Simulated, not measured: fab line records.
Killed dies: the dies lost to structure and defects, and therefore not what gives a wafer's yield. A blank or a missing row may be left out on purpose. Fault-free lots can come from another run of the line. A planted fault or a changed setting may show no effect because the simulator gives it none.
Split-lot trial / flow n5-finfet / 21 wafers read from 7 lots, route of 1938 steps

== ABOUT THE SPLIT ==
At N5_BEOL_M0_SAQP_COAT_69 (time 60 s, resist thk 90 nm), the setting spin-rpm was moved away from the recipe's 1500 rpm on 8 of the 21 wafers read, by -6.2% to +10.3%. All remaining wafers had this setting at the recipe value.

== FROM THE SPLIT TO THE READING: what the file shows between them, 9 steps ==
- N5_BEOL_M0_SAQP_COAT_72: time 60 s, resist thk 15 nm
- N5_BEOL_M0_SAQP_COAT_87: time 60 s, resist thk 5 nm
- N5_BEOL_M0_SAQP_STRIP_89: strips in N2/H2
- N5_BEOL_M0_SAQP_ALD_48: deposits SiO2, target thk 20 nm, pulse time 1 s, co reactant pulse time 1 s
- N5_BEOL_M0_SAQP_ETCH_49: etches SiO2 in CF4/O2, target depth 37 nm
- N5_BEOL_M0_SAQP_STRIP_75: strips in CF4
- N5_BEOL_M0_CUTY_COAT_50: time 60 s, resist thk 15 nm
- N5_BEOL_M0_CUTY_DESCUM_61: chemistry O2, time 7.9 s
- N5_BEOL_M0_CUTY_ETCH_62: etches SiARC in CF4, time 58.5 s

== THE READING ==
etch.depth-nm (the simulator's own value, which no gauge read), in nm, at N5_BEOL_M0_CUTY_ETCH_63 (etches SOC in N2/H2, target depth 82.7 nm, overetch 16.5 nm, time 124 s). The file does not state a usual value for it. Here, 13 wafers ran the recipe; their average is 70.49 nm with a standard deviation of 0.33 nm.

wafer=L075.1; tool, chamber at the split=litho-track-01, 0; spin-rpm as run, rpm=1500; against the recipe=recipe; etch.depth-nm, nm=70.9; against lot-mates on the recipe=-
wafer=L075.3; tool, chamber at the split=litho-track-01, 0; spin-rpm as run, rpm=1435; against the recipe=-4.3%; etch.depth-nm, nm=72.22; against lot-mates on the recipe=+1.32
wafer=L075.4; tool, chamber at the split=litho-track-01, 0; spin-rpm as run, rpm=1435; against the recipe=-4.3%; etch.depth-nm, nm=72.55; against lot-mates on the recipe=+1.65
wafer=L079.1; tool, chamber at the split=litho-track-03, 0; spin-rpm as run, rpm=1500; against the recipe=recipe; etch.depth-nm, nm=70.53; against lot-mates on the recipe=-
wafer=L079.3; tool, chamber at the split=litho-track-03, 0; spin-rpm as run, rpm=1407; against the recipe=-6.2%; etch.depth-nm, nm=72.94; against lot-mates on the recipe=+2.41
wafer=L079.5; tool, chamber at the split=litho-track-03, 0; spin-rpm as run, rpm=1407; against the recipe=-6.2%; etch.depth-nm, nm=72.49; against lot-mates on the recipe=+1.96
wafer=L081.2; tool, chamber at the split=litho-track-03, 0; spin-rpm as run, rpm=1599; against the recipe=+6.6%; etch.depth-nm, nm=67.67; against lot-mates on the recipe=-3.55
wafer=L081.4; tool, chamber at the split=litho-track-03, 0; spin-rpm as run, rpm=1500; against the recipe=recipe; etch.depth-nm, nm=71.22; against lot-mates on the recipe=-
wafer=L081.6; tool, chamber at the split=litho-track-03, 0; spin-rpm as run, rpm=1599; against the recipe=+6.6%; etch.depth-nm, nm=67.93; against lot-mates on the recipe=-3.29
wafer=L083.1; tool, chamber at the split=litho-track-02, 0; spin-rpm as run, rpm=1500; against the recipe=recipe; etch.depth-nm, nm=69.93; against lot-mates on the recipe=-
wafer=L083.4; tool, chamber at the split=litho-track-02, 0; spin-rpm as run, rpm=1500; against the recipe=recipe; etch.depth-nm, nm=70.27; against lot-mates on the recipe=-
wafer=L083.5; tool, chamber at the split=litho-track-02, 0; spin-rpm as run, rpm=1500; against the recipe=recipe; etch.depth-nm, nm=70.35; against lot-mates on the recipe=-
wafer=L085.1; tool, chamber at the split=litho-track-02, 0; spin-rpm as run, rpm=1500; against the recipe=recipe; etch.depth-nm, nm=70.21; against lot-mates on the recipe=-
wafer=L085.2; tool, chamber at the split=litho-track-02, 0; spin-rpm as run, rpm=1500; against the recipe=recipe; etch.depth-nm, nm=70.29; against lot-mates on the recipe=-
wafer=L085.6; tool, chamber at the split=litho-track-02, 0; spin-rpm as run, rpm=1500; against the recipe=recipe; etch.depth-nm, nm=70.35; against lot-mates on the recipe=-
wafer=L087.1; tool, chamber at the split=litho-track-02, 0; spin-rpm as run, rpm=1500; against the recipe=recipe; etch.depth-nm, nm=70.62; against lot-mates on the recipe=-
wafer=L087.2; tool, chamber at the split=litho-track-02, 0; spin-rpm as run, rpm=1500; against the recipe=recipe; etch.depth-nm, nm=70.35; against lot-mates on the recipe=-
wafer=L087.3; tool, chamber at the split=litho-track-02, 0; spin-rpm as run, rpm=1500; against the recipe=recipe; etch.depth-nm, nm=70.49; against lot-mates on the recipe=-
wafer=L097.1; tool, chamber at the split=litho-track-03, 0; spin-rpm as run, rpm=1500; against the recipe=recipe; etch.depth-nm, nm=70.9; against lot-mates on the recipe=-
wafer=L097.3; tool, chamber at the split=litho-track-03, 0; spin-rpm as run, rpm=1655; against the recipe=+10.3%; etch.depth-nm, nm=66.81; against lot-mates on the recipe=-4.09
wafer=L097.5; tool, chamber at the split=litho-track-03, 0; spin-rpm as run, rpm=1655; against the recipe=+10.3%; etch.depth-nm, nm=66.4; against lot-mates on the recipe=-4.50

FIT RESULTS
A straight line over all 21 wafers: etch.depth-nm changes by -0.385 nm for each +1% of spin-rpm; r = -0.98; the points scatter about the line by 0.32 nm.
The same after taking each lot's own level away (the mean of its wafers on the recipe; 21 wafers): -0.415 nm for each +1%; r = -0.99; scatter 0.28 nm.
Per that fit: largest spin-rpm move, reading shift of 4.3 nm.
From 70.183 to 71.220 nm: that is the span of the lots' own levels, equal to 3.1 times the standard deviation above.
Hence the lot-to-lot level has little effect on the slope; both slopes agree.
Check: -4.55 nm against its lot-mates is what the line predicts for one of the wafers moved furthest among these (+10.3%) when that wafer is left out of the fit. Against them it came out at -4.09 nm.

== THE OTHER SPLITS THESE WAFERS WENT THROUGH ==
These wafers also went through other splits before the reading. Each is held against what the fit with the lots' levels taken away leaves over:
other split on the same wafers=N5_MOL_CONTACT_COAG_ALD_27 time-s; wafers away from the commonest value=13; r with etch.depth-nm (lot level and that fit taken away)=-0.25
other split on the same wafers=N5_MOL_CONTACT_COAG_COAT_76 spin-rpm; wafers away from the commonest value=5; r with etch.depth-nm (lot level and that fit taken away)=-0.33
other split on the same wafers=N5_MOL_CONTACT_COAG_ETCH_67 source-w; wafers away from the commonest value=7; r with etch.depth-nm (lot level and that fit taken away)=-0.19
other split on the same wafers=N5_BEOL_M0_SAQP_SPACER2_ALD_26 target-thk-a; wafers away from the commonest value=7; r with etch.depth-nm (lot level and that fit taken away)=+0.19

== THE WHOLE CHAIN: every reading that the file lists as answering this split, in the file's order ==
step=N5_BEOL_M0_SAQP_COAT_69; what it does=time 60 s, resist thk 90 nm; reading=SOC_of_BEOL_M0_SAQP_COAT_69.thk-nm (the simulator's own value, which no gauge read); change (the file's fit)=-0.437 nm for each +1% of the setting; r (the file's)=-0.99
step=N5_BEOL_M0_SAQP_ETCH_49; what it does=etches SiO2 in CF4/O2, target depth 37 nm; reading=SOC_of_BEOL_M0_SAQP_COAT_69.thk-nm (the simulator's own value, which no gauge read); change (the file's fit)=-0.419 nm for each +1% of the setting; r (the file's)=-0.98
step=N5_BEOL_M0_CUTY_ETCH_63; what it does=etches SOC in N2/H2, target depth 82.7 nm, overetch 16.5 nm, time 124 s; reading=etch.depth-nm (the simulator's own value, which no gauge read); change (the file's fit)=-0.419 nm for each +1% of the setting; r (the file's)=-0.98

== FILE'S OWN FIT ==
etch.depth-nm changes by -0.419 nm for each +1% of spin-rpm, r = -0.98.
